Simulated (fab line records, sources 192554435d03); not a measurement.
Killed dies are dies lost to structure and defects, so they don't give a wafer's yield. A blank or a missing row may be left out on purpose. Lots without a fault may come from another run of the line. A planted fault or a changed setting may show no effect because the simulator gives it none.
Problem report in the 8D (eight disciplines) form, filled by code | flow n5_finfet | the parts of the form that need people (team, actions taken, sign-off) are left out

1. THE PROBLEM
rf_fwd_power_W at N5_BEOL_M0_SAQP_CUT_ETCH_46 reads a mean of 1039.9 W on 1 wafer of 1 lot; wafers without a fault read 837.3 W with a standard deviation of 2.7. That is +75 standard deviations from the usual mean.
The step: etches SOC in N2/H2, target depth 135 nm, overetch 27 nm, time 202.5 s.
First seen on wafer L495.2, day 10 07:37, on rie_diel-05. The record holds 15 wafers of 5 lots with a number at this step. Rule for "out", or "out of limits": more than 4 standard deviations from the usual mean. The other wafers with a number count as sound.

2. WHAT IT IS AND WHAT IT IS NOT
question                    | is                       | is not
which readings at this step | rf_fwd_power_W, rf_vpp_V | drypump_motor_current_A, showerhead_plenum_p_Torr, throttle_valve_pct
which lots                  | L495                     | L485, L492, L498, L500
which wafers of those lots  | L495.2                   | L495.3, L495.5
read on which tools         | rie_diel-05              | rie_diel-01, rie_diel-03
when                        | from day 10 07:37        | up to then (8 sound wafers); but 6 sound wafers of L498, L500 came after

3. SUSPECTS, AND WHAT RULES EACH OUT
Counting: a tool at a process step up to the reading stays a suspect if it ran every lot that is out. Sound lots after the first of them don't rule it out here, since some wafers of a struck lot are sound.
- rie_diel-05 at N5_BEOL_M0_SAQP_DESCUM_45 (chemistry O2, time 7 s): kept. It ran the lot that is out, L495 (day 10 07:32); its last sound lot up to then is L485 (day 7 16:52).
- rie_diel-05 at N5_BEOL_M0_SAQP_ETCH_88 (etches underlayer in N2/H2, target depth 6.5 nm, time 5.2 s): kept. It ran the lot that is out, L495 (day 10 07:34); its last sound lot up to then is L485 (day 7 16:53).
- rie_diel-05 at N5_BEOL_M0_SAQP_ETCH_73 (etches SiARC in CF4, target depth 19.5 nm, time 32.5 s): kept. It ran the lot that is out, L495 (day 10 07:35); its last sound lot up to then is L485 (day 7 16:55).
- rie_diel-05 at N5_BEOL_M0_SAQP_CUT_ETCH_46 (etches SOC in N2/H2, target depth 135 nm, overetch 27 nm, time 202.5 s): kept. It ran the lot that is out, L495 (day 10 07:37); its last sound lot up to then is L485 (day 7 16:56). Its own readings are out on those wafers: rf_fwd_power_W, rf_vpp_V.
- Within rie_diel-05 at N5_BEOL_M0_SAQP_DESCUM_45: the wafers that are out ran in chamber 1; their sound lot-mates ran in chambers 0, 2.
- Within rie_diel-05 at N5_BEOL_M0_SAQP_ETCH_88: the wafers that are out ran in chamber 1; their sound lot-mates ran in chambers 0, 2.
- Within rie_diel-05 at N5_BEOL_M0_SAQP_ETCH_73: the wafers that are out ran in chamber 1; their sound lot-mates ran in chambers 0, 2.
- Within rie_diel-05 at N5_BEOL_M0_SAQP_CUT_ETCH_46: the wafers that are out ran in chamber 1; their sound lot-mates ran in chambers 0, 2.
Left after counting: rie_diel-05 at N5_BEOL_M0_SAQP_DESCUM_45, rie_diel-05 at N5_BEOL_M0_SAQP_ETCH_88, rie_diel-05 at N5_BEOL_M0_SAQP_ETCH_73, rie_diel-05 at N5_BEOL_M0_SAQP_CUT_ETCH_46.

4. THE CAUSE (what the simulator had put in)
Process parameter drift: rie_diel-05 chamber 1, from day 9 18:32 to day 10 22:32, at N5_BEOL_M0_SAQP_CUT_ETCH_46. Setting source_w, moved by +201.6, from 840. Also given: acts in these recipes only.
Counting left 4 suspects, and this tool is among them.

5. THE CHAIN OF EFFECTS, in route order
Each row: a reading whose mean over the struck wafers that have a number lies more than 3 standard deviations from the usual. Only readings for which the record gives a usual standard deviation are gone through. hours: the time from each lot's start at the first step in this table that gives one to its start at this step, as a median over the lots. sigmas: the change in usual standard deviations.
hours | step                        | reading        | usual   | on struck wafers | change | sigmas
0     | N5_BEOL_M0_SAQP_CUT_ETCH_46 | rf_fwd_power_W | 837.3 W | 1039.9           | +202.6 | +75
0     | N5_BEOL_M0_SAQP_CUT_ETCH_46 | rf_vpp_V       | 524.0 V | 487.6            | -36.4  | -23
The process steps in it:
- N5_BEOL_M0_SAQP_CUT_ETCH_46: etches SOC in N2/H2, target depth 135 nm, overetch 27 nm, time 202.5 s.
Later measuring or inspecting steps at which every struck wafer that the step has a row for has a number for every such reading, and none has moved that far: N5_BEOL_M4_RC_MEAS_101.

6. WHAT WOULD HAVE CAUGHT IT SOONER
In this record the first reading out of limits was taken at day 10 07:37, 13 hours after the fault began at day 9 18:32.
